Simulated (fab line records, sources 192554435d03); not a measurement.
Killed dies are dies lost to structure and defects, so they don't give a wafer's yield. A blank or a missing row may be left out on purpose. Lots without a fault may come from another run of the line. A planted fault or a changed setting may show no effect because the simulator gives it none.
Which tool did it? | flow n5_finfet | 12 lots, 36 wafers sampled, at 1 step of a route of 1938

WHAT THE GAUGES READ, wafer by wafer
N5_BEOL_M11_INSPECT_58: inspects for defects (darkfield).
lot  | measured     | on                | raw_defect_count
L075 | day 11 13:14 | defect_inspect-01 | 77 77 28
L077 | day 12 06:16 | defect_inspect-01 | 108 54 48
L081 | day 12 17:39 | defect_inspect-01 | 66 28 52
L080 | day 13 06:32 | defect_inspect-02 | 108 81 110
L084 | day 13 10:38 | defect_inspect-01 | 53 46 65
L086 | day 13 21:09 | defect_inspect-02 | 79 60 66
L090 | day 14 11:29 | defect_inspect-01 | 61 99 73
L088 | day 15 02:38 | defect_inspect-02 | 30 43 31
L092 | day 15 16:08 | defect_inspect-02 | 62 60 66
L093 | day 15 20:33 | defect_inspect-01 | 59 55 65
L095 | day 16 21:26 | defect_inspect-02 | 71 57 94
L097 | day 17 00:32 | defect_inspect-02 | 105 51 55

WHICH TOOL RAN EACH LOT (tool, then ch and the chambers of the sampled wafers, then the start)
The record holds no process step before these readings.

THE ANSWER, worked out from the rows above alone
Rule: what is usual is taken from the lots themselves. Put in order of their means at a reading, lots are off if they are a third of the lots or fewer, leave a main group of 4 or more, and stand apart from it by a gap of 3 or more times the standard deviation of the main group's means; of several such gaps the widest counts. A main group whose means are all the same, to the digits that the tables above print for the reading, isn't used. A lot without any number at a reading at which 4 lots or more have one is off too. The other lots that the step has rows for count as sound.
No lot is off at any reading shown: from this, nothing can be told.

WHAT THE SIMULATOR HAD PUT IN
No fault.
